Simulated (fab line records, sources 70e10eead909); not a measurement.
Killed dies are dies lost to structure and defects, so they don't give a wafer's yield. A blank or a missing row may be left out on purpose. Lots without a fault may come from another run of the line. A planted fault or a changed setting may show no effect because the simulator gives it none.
Which tool did it? | flow nand_harc | 14 lots, 42 wafers sampled, at 4 steps of a route of 1159

WHAT THE GAUGES READ, wafer by wafer
NHARC_P_CONTACT_CD_MEAS_12: target cd 90 nm. Usual: cd_nm 90.2 nm, standard deviation 0.52.
lot  | measured     | on        | cd_nm (nm)       | flag
L222 | day 5 12:38  | cd_sem-03 | 91.0 90.5 90.6   |
L224 | day 6 04:43  | cd_sem-03 | 90.5 91.3 90.4   |
L223 | day 6 05:34  | cd_sem-01 | 89.4 90.2 90.2   |
L225 | day 6 15:41  | cd_sem-03 | 89.3 89.4 89.4   |
L227 | day 6 21:55  | cd_sem-03 | 90.3 107.5 91.3  | OFF
L229 | day 7 08:11  | cd_sem-01 | 90.4 89.9 90.4   |
L231 | day 7 18:26  | cd_sem-02 | 90.2 105.7 106.8 | OFF
L237 | day 9 05:42  | cd_sem-03 | 90.3 89.9 89.2   |
L238 | day 9 16:22  | cd_sem-03 | 90.1 89.9 89.9   |
L241 | day 10 02:46 | cd_sem-02 | 90.2 90.2 90.1   |
L242 | day 10 10:15 | cd_sem-03 | 89.6 90.1 89.7   |
L243 | day 10 20:26 | cd_sem-03 | 90.3 90.0 90.3   |
L244 | day 10 21:08 | cd_sem-01 | 89.7 89.4 89.7   |
L245 | day 11 13:32 | cd_sem-03 | 90.3 90.1 89.9   |

NHARC_P_CONTACT_INSPECT_14. Usual: raw_defect_count 4.1, standard deviation 2.5.
lot  | measured     | on                | raw_defect_count | flag
L222 | day 5 12:45  | defect_inspect-02 | 4 3 3            |
L224 | day 6 04:50  | defect_inspect-02 | 1 4 4            |
L223 | day 6 05:41  | defect_inspect-02 | 4 3 2            |
L225 | day 6 15:49  | defect_inspect-02 | 2 5 1            |
L227 | day 6 22:02  | defect_inspect-01 | 7 6 6            |
L229 | day 7 08:18  | defect_inspect-02 | 1 0 0            |
L231 | day 7 18:33  | defect_inspect-01 | 3 0 3            |
L237 | day 9 05:49  | defect_inspect-01 | 3 2 4            |
L238 | day 9 16:30  | defect_inspect-02 | 6 9 6            |
L241 | day 10 02:53 | defect_inspect-02 | 11 7 7           |
L242 | day 10 10:23 | defect_inspect-01 | 2 1 6            |
L243 | day 10 20:34 | defect_inspect-02 | 5 3 0            |
L244 | day 10 21:16 | defect_inspect-02 | 2 4 1            |
L245 | day 11 13:40 | defect_inspect-01 | 4 2 5            |

WHICH TOOL RAN EACH LOT (tool, then ch and the chambers of the sampled wafers, then the start)
lot  | NHARC_P_CONTACT_CMP_01        | NHARC_P_CONTACT_PEB_10
L222 | cmp-02 ch 1,3, day 5 11:55    | litho_track-04 ch 0, day 5 12:32
L224 | cmp-02 ch 1,2, day 6 04:01    | litho_track-04 ch 0, day 6 04:38
L223 | cmp-04 ch 1,3, day 6 04:45    | litho_track-06 ch 0, day 6 05:28
L225 | cmp-02 ch 1,2, day 6 14:53    | litho_track-04 ch 0, day 6 15:37
L227 | cmp-02 ch 0,2, day 6 21:13    | litho_track-06 ch 0, day 6 21:50
L229 | cmp-04 ch 0,2, day 7 07:29    | litho_track-01 ch 0, day 7 08:06
L231 | cmp-04 ch 0,2,3, day 7 17:43  | litho_track-06 ch 0, day 7 18:21
L237 | cmp-04 ch 1,2,3, day 9 05:01  | litho_track-01 ch 0, day 9 05:37
L238 | cmp-02 ch 0,2, day 9 15:41    | litho_track-04 ch 0, day 9 16:17
L241 | cmp-03 ch 0,1,3, day 10 01:56 | litho_track-04 ch 0, day 10 02:41
L242 | cmp-03 ch 0,1, day 10 09:27   | litho_track-01 ch 0, day 10 10:10
L243 | cmp-04 ch 0,3, day 10 19:44   | litho_track-06 ch 0, day 10 20:22
L244 | cmp-02 ch 1,2,3, day 10 20:17 | litho_track-06 ch 0, day 10 21:03
L245 | cmp-04 ch 1,3, day 11 12:43   | litho_track-06 ch 0, day 11 13:28
- NHARC_P_CONTACT_CMP_01: polishes SiO2, target thk 200 nm.
- NHARC_P_CONTACT_PEB_10: peb time 65 s.

WHAT THE TOOLS THEMSELVES READ (means of the sampled wafers that have a number; where no wafer has one, the mark that the record gives instead)
NHARC_P_CONTACT_CMP_01. Usual: edge_zone_pressure_frac 1.000, standard deviation 0.0054; motor_current_A 13.0 A, standard deviation 1.5; slurry_filter_dp_kPa 13.49 kPa, standard deviation 0.13.
lot  | tool   | edge_zone_pressure_frac | motor_current_A (A) | slurry_filter_dp_kPa (kPa) | flag
L222 | cmp-02 | 0.998                   | 12.9                | 13.51                      |
L224 | cmp-02 | 1.003                   | 12.3                | 13.55                      |
L223 | cmp-04 | 1.002                   | 14.0                | 13.53                      |
L225 | cmp-02 | 1.003                   | 11.6                | 13.48                      |
L227 | cmp-02 | 0.998                   | 11.7                | 13.54                      |
L229 | cmp-04 | 1.007                   | 14.1                | 13.38                      |
L231 | cmp-04 | 0.999                   | 12.9                | 13.46                      |
L237 | cmp-04 | 1.004                   | 12.5                | 13.40                      |
L238 | cmp-02 | 1.003                   | 11.7                | 13.56                      |
L241 | cmp-03 | 0.992                   | 14.1                | 13.46                      |
L242 | cmp-03 | 0.998                   | 14.3                | 13.67                      |
L243 | cmp-04 | 0.998                   | 12.7                | 13.37                      |
L244 | cmp-02 | 0.999                   | 12.2                | 13.53                      |
L245 | cmp-04 | 1.008                   | 13.8                | 13.53                      |

NHARC_P_CONTACT_PEB_10. Usual: chill_plate_temp_C 23.00 C, standard deviation 0.092.
lot  | tool           | chill_plate_temp_C (C) | flag
L222 | litho_track-04 | 22.94                  |
L224 | litho_track-04 | 22.96                  |
L223 | litho_track-06 | 22.97                  |
L225 | litho_track-04 | 22.91                  |
L227 | litho_track-06 | 23.04                  |
L229 | litho_track-01 | 22.95                  |
L231 | litho_track-06 | 23.03                  |
L237 | litho_track-01 | 23.09                  |
L238 | litho_track-04 | 23.04                  |
L241 | litho_track-04 | 23.02                  |
L242 | litho_track-01 | 23.06                  |
L243 | litho_track-06 | 23.08                  |
L244 | litho_track-06 | 22.99                  |
L245 | litho_track-06 | 23.00                  |

THE ANSWER, worked out from the rows above alone
Rule: a lot is off if the mean of its wafers that have a number lies more than 3 standard deviations from the usual mean. A lot without any number at a reading at which 4 lots or more have one is off too. The other lots that the step has rows for count as sound. The gauges are gone through in route order, then the tools' own readings, and for those a lot's mean is taken as printed above. The first step at which some lot is off is used, and at that step the reading that is off furthest; a lot without a number counts as furthest.
Off: L227, L231, at NHARC_P_CONTACT_CD_MEAS_12 (cd_nm).
A tool fits if, at a process step before that reading, it ran every lot that is off, and no sound lot after the first of them. The gauges at NHARC_P_CONTACT_CD_MEAS_12 are tried like those tools. None of those tried fits.

WHAT THE SIMULATOR HAD PUT IN
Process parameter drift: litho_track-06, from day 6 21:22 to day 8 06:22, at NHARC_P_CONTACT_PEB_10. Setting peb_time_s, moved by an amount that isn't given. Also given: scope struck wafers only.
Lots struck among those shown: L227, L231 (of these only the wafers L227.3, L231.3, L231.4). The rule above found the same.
